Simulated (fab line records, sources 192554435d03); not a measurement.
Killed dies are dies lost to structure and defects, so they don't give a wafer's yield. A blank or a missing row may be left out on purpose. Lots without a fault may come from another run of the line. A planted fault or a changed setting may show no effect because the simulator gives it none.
fab line records | flow n5_finfet
record lots=5 wafers=15 last_day=17
route steps=1938 shown STI_FIN_REVEAL@207 DUMMY_GATE@212
lots that met no fault: from a run of the same line without faults
start_h: hours from the record's first day to the start of the lot's first wafer shown | wait_h: hours since the lot's step before | " the same as in the row above | L1.1+2: a row that stands for several wafers | - no value, or no start given | * or withheld: withheld | < > ~ a bound
route shown NAME@n: a module of which the file shows steps, and the number in the route of the first | usual: mean/standard deviation of fault-free wafers | same: alike in all rows | chamber/n: place in a boat | sites: the reading at each site | _std_site: their standard deviation | _edge_site: outer sites' mean less inner sites' | radius_mm: how far each site lies from the wafer's centre | mask NAME#n: copy n | behind: the tool/chamber that last shaped the wafer | hold: why the lot was held/for how many hours/how that ended | device: the transistor (n, p or np) that didn't switch | end of line: the same wafers' tests at the end of the route | a step without rows: its recipe alone | killed: dies lost to structure and defects at the first sort, not the wafer's yield | map: a wafer's dies, x killed, . not, _ none there
set.NAME: the setting as run; set.NAME@STEP: as run at that earlier step | model.NAME: the simulator's own value behind a step, which no gauge read
lots at some steps of the route; a table a step, a row a wafer
services: from which hour (start_h, from the record's first day; less than 0 if before it) a tool's chamber was out of use, for how many hours, and why
## steps
# step N5_STI_FIN_REVEAL_CD_MEAS_22
# recipe target_cd_nm=6.238 pitch_nm=28 polarity=line
# usual cd_nm=6.19/0.29
# columns lot.wafer tool chamber start_h wait_h cd_nm
L082.2 cd_sem-01 - 84.37 0.0 6.32
L082.3 " - " " 6.74
L082.6 " - " " 6.36
L085.1 cd_sem-01 - 110.96 0.0 6.33
L085.2 " - " " 5.97
L085.6 " - " " 6.04
L086.1 cd_sem-01 - 112.55 0.0 6.43
L086.2 " - " " 6.33
L086.5 " - " " 6.33
L093.1 cd_sem-03 - 153.96 0.0 6.48
L093.4 " - " " 5.86
L093.6 " - " " 6.49
L096.1 cd_sem-03 - 168.96 0.0 6.60
L096.4 " - " " 5.85
L096.6 " - " " 6.15
# step N5_STI_FIN_REVEAL_FIN_H_MEAS_10
# usual trench_depth_nm=52.1/0.79
# columns lot.wafer tool chamber start_h wait_h trench_depth_nm
L082.2 ocd-01 - 84.40 0.0 52.1
L082.3 " - " " 52.0
L082.6 " - " " 51.5
L085.1 ocd-02 - 110.99 0.0 52.3
L085.2 " - " " 52.8
L085.6 " - " " 53.1
L086.1 ocd-01 - 112.58 0.0 52.4
L086.2 " - " " 53.0
L086.5 " - " " 53.0
L093.1 ocd-02 - 153.99 0.0 52.4
L093.4 " - " " 52.5
L093.6 " - " " 52.4
L096.1 ocd-02 - 168.99 0.0 52.5
L096.4 " - " " 52.2
L096.6 " - " " 52.2
# step N5_STI_FIN_REVEAL_PRECLEAN_18
# recipe chemistry=SC2 time_s=45 temp_c=35 mix=1:1:50
# usual temp_c=35.00/0.099
# columns lot.wafer tool chamber start_h wait_h temp_c
L082.2 wet_bench-05 1 84.43 0.0 35.07
L082.3 " 7 " " 35.04
L082.6 " 0 " " 35.17
L085.1 wet_bench-03 1 111.02 0.0 34.95
L085.2 " 2 " " 35.05
L085.6 " 7 " " 34.93
L086.1 wet_bench-03 3 112.61 0.0 35.03
L086.2 " 0 " " 34.98
L086.5 " 4 " " 35.01
L093.1 wet_bench-05 1 154.02 0.0 35.04
L093.4 " 2 " " 34.97
L093.6 " 0 " " 35.09
L096.1 wet_bench-02 2 169.02 0.0 34.96
L096.4 " 1 " " 34.84
L096.6 " 7 " " 35.08
# step N5_STI_FIN_REVEAL_SRD_28
# recipe dry=ipa_marangoni time_s=30 temp_c=23 rinse_liquid=diw
# usual temp_c=23.00/0.11
# columns lot.wafer tool chamber start_h wait_h temp_c
L082.2 wet_bench-05 1 84.45 0.0 22.84
L082.3 " 7 " " 23.01
L082.6 " 0 " " 23.08
L085.1 wet_bench-03 1 111.03 0.0 23.00
L085.2 " 2 " " 23.11
L085.6 " 7 " " 22.98
L086.1 wet_bench-03 3 112.63 0.0 22.92
L086.2 " 0 " " 23.01
L086.5 " 4 " " 23.09
L093.1 wet_bench-05 1 154.04 0.0 23.17
L093.4 " 2 " " 22.92
L093.6 " 0 " " 23.24
L096.1 wet_bench-02 2 169.04 0.0 22.99
L096.4 " 1 " " 23.14
L096.6 " 7 " " 23.02
# step N5_STI_FIN_REVEAL_INSPECT_13
# recipe inspect_instrument=darkfield mode=post_clean
# usual raw_defect_count=13/5.1
# columns lot.wafer tool chamber start_h wait_h raw_defect_count
L082.2 defect_inspect-02 - 84.49 0.0 12
L082.3 " - " " 10
L082.6 " - " " 11
L085.1 defect_inspect-02 - 111.08 0.0 15
L085.2 " - " " 13
L085.6 " - " " 16
L086.1 defect_inspect-02 - 112.78 0.1 21
L086.2 " - " " 13
L086.5 " - " " 12
L093.1 defect_inspect-01 - 154.08 0.0 3
L093.4 " - " " 13
L093.6 " - " " 10
L096.1 defect_inspect-02 - 169.08 0.0 7
L096.4 " - " " 9
L096.6 " - " " 11
# step N5_DUMMY_GATE_PRECLEAN_00
# recipe chemistry=O3/DIW time_s=60 temp_c=22 o3_ppm=10
# usual temp_c=22.00/0.11
# columns lot.wafer tool chamber start_h wait_h temp_c
L082.2 wet_bench-01 0 84.52 0.0 22.17
L082.3 " 3 " " 22.11
L082.6 " 1 " " 22.11
L085.1 wet_bench-04 5 111.10 0.0 21.92
L085.2 " 3 " " 22.17
L085.6 " 4 " " 22.04
L086.1 wet_bench-01 1 112.81 0.0 22.01
L086.2 " 0 " " 22.04
L086.5 " 5 " " 22.11
L093.1 wet_bench-06 6 154.11 0.0 21.98
L093.4 " 2 " " 21.95
L093.6 " 3 " " 21.93
L096.1 wet_bench-06 1 169.11 0.0 21.77
L096.4 " 5 " " 21.96
L096.6 " 2 " " 21.95
# step N5_DUMMY_GATE_SRD_01
# recipe time_s=30 temp_c=23 rinse_liquid=diw dry=ipa_marangoni
# usual temp_c=22.99/0.11
# columns lot.wafer tool chamber start_h wait_h temp_c
L082.2 wet_bench-01 0 84.54 0.0 22.83
L082.3 " 3 " " 22.96
L082.6 " 1 " " 22.97
L085.1 wet_bench-04 5 111.12 0.0 22.79
L085.2 " 3 " " 23.14
L085.6 " 4 " " 22.80
L086.1 wet_bench-01 1 112.83 0.0 22.83
L086.2 " 0 " " 22.96
L086.5 " 5 " " 22.91
L093.1 wet_bench-06 6 154.13 0.0 22.91
L093.4 " 2 " " 22.88
L093.6 " 3 " " 22.91
L096.1 wet_bench-06 1 169.13 0.0 23.07
L096.4 " 5 " " 23.12
L096.6 " 2 " " 23.03
# step N5_DUMMY_GATE_ALD_02
# recipe material=SiO2 target_thk_a=20 temp_c=300 ald_precursor_family=BDEAS ald_co_reactant=O2-plasma pulse_time_s=1 pressure_torr=2
# usual heater_power_outer_w=250/24 heater_power_w=454/37 precursor_pulse_height_rel=1.000/0.019
# columns lot.wafer tool chamber start_h wait_h heater_power_outer_w heater_power_w precursor_pulse_height_rel since_wet_clean_h
L082.2 ald_sin-04 2 84.59 0.0 282 482 0.975 180
L082.3 " 3 " " 287 536 0.996 180
L082.6 " 0 " " 234 451 0.990 -
L085.1 ald_sin-03 2 111.60 0.5 261 467 1.023 11
L085.2 " 1 " " 230 454 0.973 11
L085.6 " 2 " " 268 469 0.998 -
L086.1 ald_sin-03 0 112.94 0.1 235 426 1.029 13
L086.2 " 3 " " 260 467 1.010 13
L086.5 " 1 " " 233 445 1.021 -
L093.1 ald_sin-04 0 154.34 0.2 234 444 0.989 250
L093.4 " 2 " " 278 504 1.042 250
L093.6 " 1 " " 281 450 1.000 -
L096.1 ald_sin-01 3 169.18 0.0 228 391 0.988 161
L096.4 " 1 " " 228 412 1.013 161
L096.6 " 0 " " 232 451 1.039 -
# step N5_DUMMY_GATE_CVD_03
# recipe material=a-Si target_thk_a=1500 temp_c=530 precursor=SiH4 time_s=8042
# usual spike_tc_top_C=552.6/1.6 spike_tc_upper_C=529.1/1 zone_power_bottom_pct=9.7/1.2
# columns lot.wafer tool chamber start_h wait_h spike_tc_top_C spike_tc_upper_C zone_power_bottom_pct
L082.2 lpcvd-02 1/95 84.69 0.1 554.2 529.4 9.9
L082.3 " 1/100 " " 554.2 529.4 9.9
L082.6 " 1/114 " " 554.2 529.4 9.9
L085.1 lpcvd-01 1/15 111.70 0.1 550.1 531.5 11.3
L085.2 " 1/20 " " 550.1 531.5 11.3
L085.6 " 1/39 " " 550.1 531.5 11.3
L086.1 lpcvd-02 1/65 113.04 0.1 554.5 529.4 10.0
L086.2 " 1/70 " " 554.5 529.4 10.0
L086.5 " 1/84 " " 554.5 529.4 10.0
L093.1 lpcvd-02 0/40 154.44 0.1 552.4 527.7 9.8
L093.4 " 0/54 " " 552.4 527.7 9.8
L093.6 " 0/64 " " 552.4 527.7 9.8
L096.1 lpcvd-01 0/40 169.28 0.1 553.9 528.4 8.2
L096.4 " 0/54 " " 553.9 528.4 8.2
L096.6 " 0/64 " " 553.9 528.4 8.2
# step N5_DUMMY_GATE_PRECLEAN_46
# recipe chemistry=DIW time_s=89.5 temp_c=23
# usual temp_c=23.00/0.1
# columns lot.wafer tool chamber start_h wait_h temp_c
L082.2 wet_bench-01 0 88.37 0.0 23.17
L082.3 " 7 " " 23.03
L082.6 " 6 " " 23.03
L085.1 wet_bench-04 3 115.38 0.0 23.02
L085.2 " 4 " " 22.94
L085.6 " 1 " " 23.10
L086.1 wet_bench-06 1 116.72 0.0 23.11
L086.2 " 0 " " 22.79
L086.5 " 3 " " 23.03
L093.1 wet_bench-06 1 158.12 0.0 23.09
L093.4 " 2 " " 22.97
L093.6 " 5 " " 23.05
L096.1 wet_bench-01 7 172.97 0.0 23.07
L096.4 " 6 " " 22.96
L096.6 " 0 " " 23.03
# step N5_DUMMY_GATE_SRD_47
# recipe dry_time_s=32 dry=n2_spin spin_rpm=1500
# usual spin_rpm=1500.1/0.79
# same dry_time_s=32
# columns lot.wafer tool chamber start_h wait_h spin_rpm
L082.2 wet_bench-01 0 88.39 0.0 1501.5
L082.3 " 7 " " 1499.5
L082.6 " 6 " " 1499.5
L085.1 wet_bench-04 3 115.40 0.0 1499.9
L085.2 " 4 " " 1498.4
L085.6 " 1 " " 1498.8
L086.1 wet_bench-06 1 116.75 0.0 1500.6
L086.2 " 0 " " 1500.0
L086.5 " 3 " " 1500.7
L093.1 wet_bench-06 1 158.14 0.0 1501.4
L093.4 " 2 " " 1499.3
L093.6 " 5 " " 1499.7
L096.1 wet_bench-01 7 173.00 0.0 1500.4
L096.4 " 6 " " 1499.9
L096.6 " 0 " " 1500.4
# step N5_DUMMY_GATE_CMP_04
# recipe material=a-Si post_cmp_clean=alkaline_brush
# usual motor_current_A=10.4/1.5 pad_life_wafers=778/470 retaining_ring_pressure_frac=1.000/0.0049 slurry_filter_dp_kPa=13.49/0.13 time_to_endpoint_s=12.6/3
# columns lot.wafer tool chamber start_h wait_h motor_current_A pad_life_wafers retaining_ring_pressure_frac slurry_filter_dp_kPa time_to_endpoint_s
L082.2 cmp-02 1 88.46 0.1 10.6 439 1.004 13.54 20.8
L082.3 " 2 " " 11.8 440 0.999 13.43 14.8
L082.6 " 0 " " 11.8 - 1.006 13.45 14.5
L085.1 cmp-03 2 115.47 0.1 9.6 655 0.989 13.62 14.2
L085.2 " 0 " " 10.4 657 1.002 13.59 13.0
L085.6 " 1 " " 8.1 - 0.999 13.57 13.0
L086.2 cmp-03 3 116.84 0.1 13.2 674 0.995 13.57 12.8
L086.1 " 0 " " 10.6 675 0.999 13.50 12.4
L086.5 " 2 " " 9.2 - 1.002 13.42 15.9
L093.4 cmp-03 2 158.21 0.1 9.4 1051 0.995 13.53 14.9
L093.1 " 3 " " 12.8 1052 1.015 13.67 11.3
L093.6 " 2 " " 9.5 - 0.991 13.57 13.6
L096.1 cmp-02 3 173.09 0.1 9.2 1154 1.005 13.29 13.1
L096.4 " 0 " " 12.1 1155 0.995 13.34 16.4
L096.6 " 2 " " 11.7 - 1.006 13.52 14.4
# step N5_DUMMY_GATE_THK_MEAS_05
# usual thk_nm=71.4/1.2
# columns lot.wafer tool chamber start_h wait_h thk_nm
L082.2 film_metro-01 - 88.67 0.2 74.0
L082.3 " - " " 71.6
L082.6 " - " " 72.1
L085.1 film_metro-02 - 115.68 0.2 71.5
L085.2 " - " " 72.0
L085.6 " - " " 71.9
L086.1 film_metro-02 - 117.02 0.1 71.1
L086.2 " - " " 70.8
L086.5 " - " " 72.7
L093.1 film_metro-02 - 158.42 0.1 69.7
L093.4 " - " " 72.0
L093.6 " - " " 71.1
L096.1 film_metro-01 - 173.27 0.1 73.3
L096.4 " - " " 72.9
L096.6 " - " " 72.8
# step N5_DUMMY_GATE_HM_DEP_06
# recipe material=SiNx target_thk_a=800 precursor=DCS/NH3 temp_c=700 pressure_mtorr=300 time_s=5141
# usual pressure_mtorr=300.1/0.48 spike_tc_top_C=716.4/1.8 spike_tc_upper_C=699.2/1.1 zone_power_bottom_pct=16.3/1.7
# columns lot.wafer tool chamber start_h wait_h pressure_mtorr spike_tc_top_C spike_tc_upper_C zone_power_bottom_pct
L082.2 lpcvd-02 0/70 88.69 0.0 300.5 715.3 698.6 16.2
L082.3 " 0/75 " " 300.5 715.3 698.6 16.2
L082.6 " 0/89 " " 300.5 715.3 698.6 16.2
L085.1 lpcvd-01 1/65 115.70 0.0 300.3 714.0 701.0 18.9
L085.2 " 1/70 " " 300.3 714.0 701.0 18.9
L085.6 " 1/89 " " 300.3 714.0 701.0 18.9
L086.1 lpcvd-01 1/15 119.61 2.6 299.7 713.4 701.0 18.9
L086.2 " 1/20 " " 299.7 713.4 701.0 18.9
L086.5 " 1/34 " " 299.7 713.4 701.0 18.9
L093.1 lpcvd-01 1/65 158.44 0.0 300.4 713.9 700.8 18.7
L093.4 " 1/79 " " 300.4 713.9 700.8 18.7
L093.6 " 1/89 " " 300.4 713.9 700.8 18.7
L096.1 lpcvd-02 1/15 173.30 0.0 299.5 718.3 699.4 16.5
L096.4 " 1/29 " " 299.5 718.3 699.4 16.5
L096.6 " 1/39 " " 299.5 718.3 699.4 16.5
# step N5_DUMMY_GATE_PECVD_30
# recipe material=SiO2 target_thk_a=550 temp_c=400 precursor=TEOS/O2 pressure_torr=6.5 rf_w=withheld teos_flow_sccm=withheld gas=O2 flow_sccm=2650 time_s=10.8
# columns lot.wafer tool chamber start_h wait_h since_wet_clean_h
L082.2 pecvd-03 0 92.64 0.0 978
L082.3 " 1 " " 1703
L082.6 " 2 " " -
L085.1 pecvd-03 2 119.65 0.0 251
L085.2 " 1 " " 1730
L085.6 " 0 " " -
L086.1 pecvd-03 2 123.55 0.0 255
L086.2 " 0 " " 1009
L086.5 " 2 " " -
L093.1 pecvd-02 1 162.39 0.0 1954
L093.4 " 2 " " -
L093.6 " 2 " " -
L096.1 pecvd-03 0 179.21 0.0 1064
L096.4 " 0 " " -
L096.6 " 1 " " -
# step N5_DUMMY_GATE_COAT_34
# recipe resist=SOC temp_c=250 time_s=60 spin_rpm=1500 resist_thk_nm=60
# usual dispense_pressure_kPa=51.2/2.7 heater_power_total_W=500.5/1.9
# columns lot.wafer tool chamber start_h wait_h dispense_pressure_kPa heater_power_total_W
L082.2 litho_track-03 0 92.69 0.0 47.4 497.6
L082.3 " 0 " " 47.5 500.2
L082.6 " 0 " " 47.4 502.5
L085.1 litho_track-05 0 119.72 0.1 53.4 501.2
L085.2 " 0 " " 53.4 500.0
L085.6 " 0 " " 53.4 499.6
L086.1 litho_track-03 0 123.61 0.0 47.4 501.5
L086.2 " 0 " " 47.4 502.5
L086.5 " 0 " " 47.4 498.8
L093.1 litho_track-05 0 162.46 0.1 53.4 501.8
L093.4 " 0 " " 53.4 502.1
L093.6 " 0 " " 53.4 498.0
L096.1 litho_track-05 0 179.26 0.0 53.4 499.9
L096.4 " 0 " " 53.4 502.6
L096.6 " 0 " " 53.4 500.2
# step N5_DUMMY_GATE_COAT_35
# recipe resist=SiARC temp_c=220 time_s=60 spin_rpm=1500 resist_thk_nm=10
# usual dispense_pressure_kPa=51.3/2.7 heater_power_total_W=427.6/2.2
# columns lot.wafer tool chamber start_h wait_h dispense_pressure_kPa heater_power_total_W
L082.2 litho_track-03 0 - - 47.4 426.6
L082.3 " 0 " " 47.4 427.8
L082.6 " 0 " " 47.4 424.3
L085.1 litho_track-05 0 - - 53.5 427.2
L085.2 " 0 " " 53.5 425.0
L085.6 " 0 " " 53.5 427.1
L086.1 litho_track-03 0 - - 47.4 428.7
L086.2 " 0 " " 47.4 429.8
L086.5 " 0 " " 47.5 425.7
L093.1 litho_track-05 0 - - 53.5 424.4
L093.4 " 0 " " 53.4 426.4
L093.6 " 0 " " 53.4 424.3
L096.1 litho_track-05 0 - - 53.4 425.9
L096.4 " 0 " " 53.4 424.6
L096.6 " 0 " " 53.4 430.4
# step N5_DUMMY_GATE_COAT_28
# recipe resist=underlayer temp_c=205 time_s=60 spin_rpm=1500 resist_thk_nm=10
# usual dispense_pressure_kPa=51.3/2.7 heater_power_total_W=391.6/1.3
# columns lot.wafer tool chamber start_h wait_h dispense_pressure_kPa heater_power_total_W
L082.2 litho_track-03 0 - - 47.6 392.8
L082.3 " 0 " " 47.5 390.8
L082.6 " 0 " " 47.5 391.7
L085.1 litho_track-05 0 - - 53.5 391.4
L085.2 " 0 " " 53.5 393.3
L085.6 " 0 " " 53.5 393.3
L086.1 litho_track-03 0 - - 47.5 389.6
L086.2 " 0 " " 47.4 392.1
L086.5 " 0 " " 47.5 392.9
L093.1 litho_track-05 0 - - 53.6 390.2
L093.4 " 0 " " 53.5 389.4
L093.6 " 0 " " 53.5 391.8
L096.1 litho_track-05 0 - - 53.4 393.1
L096.4 " 0 " " 53.4 392.7
L096.6 " 0 " " 53.4 389.7
# step N5_DUMMY_GATE_COAT_09
# recipe resist=CAR-EUV spin_rpm=1500 resist_thk_nm=30
# usual dispense_pressure_kPa=51.3/2.7
# columns lot.wafer tool chamber start_h wait_h dispense_pressure_kPa
L082.2 litho_track-03 0 - - 47.4
L082.3 " 0 " " 47.4
L082.6 " 0 " " 47.5
L085.1 litho_track-05 0 - - 53.5
L085.2 " 0 " " 53.4
L085.6 " 0 " " 53.5
L086.1 litho_track-03 0 - - 47.4
L086.2 " 0 " " 47.5
L086.5 " 0 " " 47.5
L093.1 litho_track-05 0 - - 53.5
L093.4 " 0 " " 53.5
L093.6 " 0 " " 53.5
L096.1 litho_track-05 0 - - 53.5
L096.4 " 0 " " 53.4
L096.6 " 0 " " 53.5
# step N5_DUMMY_GATE_EBR_11
# recipe solvent=PGMEA ebr_width_mm=1.5
# same ebr_width_mm=1.5
# columns lot.wafer tool chamber start_h wait_h
L082.2+3+6 litho_track-03 0 - -
L085.1+2+6 litho_track-05 0 - -
L086.1+2+5 litho_track-03 0 - -
L093.1+4+6 litho_track-05 0 - -
L096.1+4+6 litho_track-05 0 - -
# step N5_DUMMY_GATE_SOFTBAKE_10
# recipe temp_c=110 time_s=60 resist=CAR-EUV
# usual heater_power_total_W=175.3/1.7
# columns lot.wafer tool chamber start_h wait_h heater_power_total_W
L082.2 litho_track-03 0 - - 176.6
L082.3 " 0 " " 176.2
L082.6 " 0 " " 175.6
L085.1 litho_track-05 0 - - 176.8
L085.2 " 0 " " 175.3
L085.6 " 0 " " 177.2
L086.1 litho_track-03 0 - - 176.0
L086.2 " 0 " " 173.0
L086.5 " 0 " " 174.4
L093.1 litho_track-05 0 - - 176.8
L093.4 " 0 " " 173.7
L093.6 " 0 " " 176.1
L096.1 litho_track-05 0 - - 173.4
L096.4 " 0 " " 174.2
L096.6 " 0 " " 174.4
# step N5_DUMMY_GATE_EXPOSE_12
# recipe mask_id=GATE na=0.33 source_shape=annular sigma_inner=0.2 sigma_outer=0.6 polarization=unpolarized target_cd_nm=25 dose_mj=34
# same sigma_inner=0.2
# columns lot.wafer tool chamber start_h wait_h mask
L082.2+3+6 euv_scanner-02 0 92.87 - GATE#0
L085.1+2+6 euv_scanner-01 0 119.85 - GATE#0
L086.1+2+5 euv_scanner-01 0 123.75 - GATE#0
L093.1+4+6 euv_scanner-01 0 162.72 - GATE#0
L096.1+4+6 euv_scanner-01 0 179.41 - GATE#0
# step N5_DUMMY_GATE_PEB_13
# recipe peb_temp_c=100 peb_time_s=60 resist=CAR-EUV
# usual heater_power_total_W=153.8/1
# columns lot.wafer tool chamber start_h wait_h heater_power_total_W
L082.2 litho_track-03 0 92.93 0.0 152.9
L082.3 " 0 " " 152.5
L082.6 " 0 " " 154.6
L085.1 litho_track-03 0 119.91 0.1 152.9
L085.2 " 0 " " 154.5
L085.6 " 0 " " 153.6
L086.1 litho_track-03 0 123.81 0.1 155.7
L086.2 " 0 " " 152.5
L086.5 " 0 " " 154.0
L093.1 litho_track-05 0 162.78 0.1 153.0
L093.4 " 0 " " 155.5
L093.6 " 0 " " 153.7
L096.1 litho_track-04 0 179.47 0.1 154.6
L096.4 " 0 " " 153.0
L096.6 " 0 " " 154.6
# step N5_DUMMY_GATE_DEVELOP_14
# recipe develop_time_s=30 developer=TMAH resist=CAR-EUV rinse_liquid=surfactant_rinse dry=air_spin dev_temp_c=23
# columns lot.wafer tool chamber start_h wait_h
L082.2+3+6 litho_track-03 0 - -
L085.1+2+6 litho_track-03 0 - -
L086.1+2+5 litho_track-03 0 - -
L093.1+4+6 litho_track-05 0 - -
L096.1+4+6 litho_track-04 0 - -
# step N5_DUMMY_GATE_CD_MEAS_15
# recipe target_cd_nm=25.8 landing_energy_ev=500 detector=se_inlens
# usual cd_nm=24.96/0.22
# columns lot.wafer tool chamber start_h wait_h cd_nm
L082.2 cd_sem-01 0 93.00 - 24.66
L082.3 " 0 " " 24.73
L082.6 " 0 " " 24.78
L085.1 cd_sem-02 0 119.98 - 24.80
L085.2 " 0 " " 24.74
L085.6 " 0 " " 25.09
L086.1 cd_sem-02 0 123.87 - 25.27
L086.2 " 0 " " 25.07
L086.5 " 0 " " 24.69
L093.1 cd_sem-01 0 162.85 - 24.98
L093.4 " 0 " " 24.61
L093.6 " 0 " " 24.72
L096.1 cd_sem-02 0 179.54 - 24.90
L096.4 " 0 " " 24.86
L096.6 " 0 " " 24.82
# step N5_DUMMY_GATE_OVL_MEAS_16
# recipe points_per_wafer=522
# usual GATE_OVL=0.0/0.75
# columns lot.wafer tool chamber start_h wait_h GATE_OVL[nm]
L082.2 overlay-02 0 93.07 0.1 -0.8
L082.3 " 0 " " 0.1
L082.6 " 0 " " 0.1
L085.1 overlay-02 0 120.02 0.0 -1.1
L085.2 " 0 " " -0.5
L085.6 " 0 " " -0.3
L086.1 overlay-02 0 123.91 0.0 0.3
L086.2 " 0 " " 1.3
L086.5 " 0 " " -0.2
L093.1 overlay-02 0 162.89 0.0 -1.6
L093.4 " 0 " " 0.1
L093.6 " 0 " " -0.2
L096.1 overlay-02 0 179.58 0.0 -0.5
L096.4 " 0 " " -0.8
L096.6 " 0 " " 0.0
# step N5_DUMMY_GATE_INSPECT_17
# recipe mode=adi inspect_instrument=brightfield
# usual raw_defect_count=205/56
# columns lot.wafer tool chamber start_h wait_h raw_defect_count
L082.2 defect_inspect-02 - 93.12 0.0 227
L082.3 " - " " 183
L082.6 " - " " 206
L085.1 defect_inspect-02 - 120.08 0.1 261
L085.2 " - " " 353
L085.6 " - " " 257
L086.1 defect_inspect-01 - 123.97 0.1 202
L086.2 " - " " 207
L086.5 " - " " 166
L093.1 defect_inspect-01 - 162.95 0.1 149
L093.4 " - " " 209
L093.6 " - " " 194
L096.1 defect_inspect-01 - 179.64 0.1 195
L096.4 " - " " 210
L096.6 " - " " 269
# step N5_DUMMY_GATE_DESCUM_20
# recipe chemistry=O2 time_s=6.2 source_power_w=50 bias_power_w=20 pressure_mtorr=20 rf_frequency_hz=2.712e+07 temp_c=40 resist=CAR-EUV o2_flow_sccm=225
# usual drypump_motor_current_A=5.8/0.35 oes_product_au=0.80/0.076 rf_vpp_V=242.9/1.5 showerhead_plenum_p_Torr=2.08/0.08 temp_c=40.00/0.12 throttle_valve_pct=20.4/0.31
# columns lot.wafer tool chamber start_h wait_h drypump_motor_current_A oes_product_au rf_hours_counter_h rf_vpp_V showerhead_plenum_p_Torr temp_c throttle_valve_pct
L082.2 rie_diel-02 1 93.16 0.0 6.0 0.71 172 240.7 2.02 40.16 20.6
L082.3 " 0 " " 5.2 0.78 127 241.6 2.10 40.04 20.5
L082.6 " 2 " " 5.7 0.89 - 245.3 2.20 40.07 20.3
L085.1 rie_diel-02 0 120.12 0.0 5.2 0.76 135 244.5 2.10 40.03 20.5
L085.2 " 2 " " 5.7 0.87 46 244.9 2.19 40.02 20.3
L085.6 " 2 " " 5.7 0.87 - 244.9 2.20 40.16 20.3
L086.1 rie_diel-06 0 124.01 0.0 6.3 0.91 29 244.2 2.14 39.96 20.5
L086.2 " 1 " " 5.7 0.74 198 242.0 1.99 39.97 20.7
L086.5 " 2 " " 5.6 0.79 - 243.8 2.18 39.75 20.1
L093.1 rie_diel-06 0 162.98 0.0 6.3 0.90 42 243.0 2.14 39.89 20.5
L093.4 " 3 " " 6.5 0.94 6 240.2 2.07 39.93 20.0
L093.6 " 2 " " 5.6 0.78 - 244.3 2.17 40.08 20.1
L096.1 rie_diel-05 3 179.67 0.0 5.9 0.78 150 244.0 2.16 40.14 20.6
L096.4 " 2 " " 6.0 0.75 135 239.5 1.92 39.90 20.0
L096.6 " 0 " " 5.5 0.89 - 241.6 2.05 39.80 20.1
# step N5_DUMMY_GATE_ETCH_29
# recipe chemistry=N2/H2 target=underlayer target_depth_a=130 ion_energy_ev=200 pressure_mtorr=30 source_w=840 bias_w=150 n2_flow_sccm=200 h2_flow_sccm=200
# usual drypump_motor_current_A=5.8/0.35 h2_flow_sccm=200.1/0.66 oes_product_au=0.80/0.072 rf_vpp_V=523/3.1 showerhead_plenum_p_Torr=2.52/0.12 throttle_valve_pct=17.83/0.26
# columns lot.wafer tool chamber start_h wait_h drypump_motor_current_A h2_flow_sccm oes_product_au rf_hours_counter_h rf_vpp_V showerhead_plenum_p_Torr throttle_valve_pct
L082.2 rie_diel-02 1 93.22 0.0 6.0 199.8 0.75 172 522 2.39 17.72
L082.3 " 0 " " 5.2 199.4 0.78 127 525 2.53 17.66
L082.6 " 2 " " 5.7 199.7 0.88 - 528 2.72 18.01
L085.1 rie_diel-02 0 120.18 0.0 5.3 200.5 0.76 135 525 2.53 17.69
L085.2 " 2 " " 5.7 199.8 0.86 46 529 2.71 17.98
L085.6 " 2 " " 5.7 200.3 0.86 - 528 2.71 18.00
L086.1 rie_diel-06 0 124.07 0.0 6.3 199.5 0.90 29 526 2.59 17.83
L086.2 " 1 " " 5.8 200.2 0.74 198 520 2.42 18.14
L086.5 " 2 " " 5.6 200.3 0.76 - 526 2.67 17.87
L093.1 rie_diel-06 0 163.05 0.0 6.3 200.6 0.86 42 524 2.58 17.83
L093.4 " 3 " " 6.4 199.6 0.98 6 523 2.50 17.36
L093.6 " 2 " " 5.6 200.2 0.75 - 528 2.67 17.89
L096.1 rie_diel-05 3 179.74 0.0 5.9 198.8 0.75 150 528 2.65 18.21
L096.4 " 2 " " 6.0 201.4 0.77 135 518 2.35 17.67
L096.6 " 0 " " 5.5 199.9 0.91 - 522 2.47 17.40
# step N5_DUMMY_GATE_ETCH_36
# recipe chemistry=CF4 target=SiARC target_depth_a=130 pressure_mtorr=40 source_w=545 bias_w=36 Ar_flow_sccm=100 cf4_flow_sccm=100 ion_energy_ev=80
# usual drypump_motor_current_A=5.8/0.35 oes_product_au=0.80/0.073 rf_vpp_V=183.9/1.3 showerhead_plenum_p_Torr=2.13/0.089 throttle_valve_pct=15.57/0.24
# columns lot.wafer tool chamber start_h wait_h drypump_motor_current_A oes_product_au rf_hours_counter_h rf_vpp_V showerhead_plenum_p_Torr throttle_valve_pct
L082.2 rie_diel-02 1 93.26 0.0 6.0 0.75 172 183.9 2.04 15.59
L082.3 " 0 " " 5.2 0.78 127 184.5 2.15 15.58
L082.6 " 2 " " 5.7 0.88 - 185.5 2.27 15.54
L085.1 rie_diel-02 0 120.22 0.0 5.2 0.77 135 184.2 2.15 15.61
L085.2 " 2 " " 5.7 0.87 46 184.3 2.26 15.59
L085.6 " 2 " " 5.7 0.85 - 185.1 2.26 15.56
L086.1 rie_diel-06 0 124.11 0.0 6.3 0.89 30 185.1 2.16 15.45
L086.2 " 1 " " 5.7 0.72 198 182.5 2.05 15.90
L086.5 " 2 " " 5.6 0.76 - 185.7 2.25 15.46
L093.1 rie_diel-06 0 163.09 0.0 6.3 0.87 42 184.0 2.16 15.46
L093.4 " 3 " " 6.4 0.99 6 183.0 2.10 14.98
L093.6 " 2 " " 5.6 0.75 - 185.0 2.25 15.49
L096.1 rie_diel-05 3 179.78 0.0 6.0 0.75 150 185.6 2.24 16.00
L096.4 " 2 " " 6.0 0.77 135 182.6 1.97 15.30
L096.6 " 0 " " 5.5 0.91 - 184.7 2.10 15.24
## services
# columns tool chamber start_h hours kind
lpcvd-01 - 61.53 0.8 repair
ald_sin-04 2 62.30 2.0 repair
euv_scanner-02 - 63.89 1.0 pm
euv_scanner-01 - 69.54 12.0 pm
rie_diel-06 2 78.18 2.0 repair
pecvd-02 0 83.60 2.2 repair
euv_scanner-01 - 84.38 1.0 pm
euv_scanner-02 - 84.66 0.6 repair
ald_sin-03 - 86.24 14.0 pm
rie_diel-02 3 92.77 4.0 repair
wet_bench-05 - 110.16 1.9 pm
rie_diel-06 3 114.49 7.7 repair
pecvd-02 - 116.82 0.8 pm
euv_scanner-02 - 120.04 1.0 pm
euv_scanner-01 - 120.50 1.8 repair
rie_diel-06 3 122.23 - clean
pecvd-02 - 128.98 3.9 repair
rie_diel-05 1 130.42 3.7 repair
cmp-03 - 133.53 0.3 repair
euv_scanner-01 - 137.84 4.6 pm
cmp-02 - 159.64 3.0 repair
pecvd-03 - 168.28 1.8 repair
euv_scanner-02 - 176.19 1.0 pm
euv_scanner-02 - 177.20 5.8 pm
## key
fault none
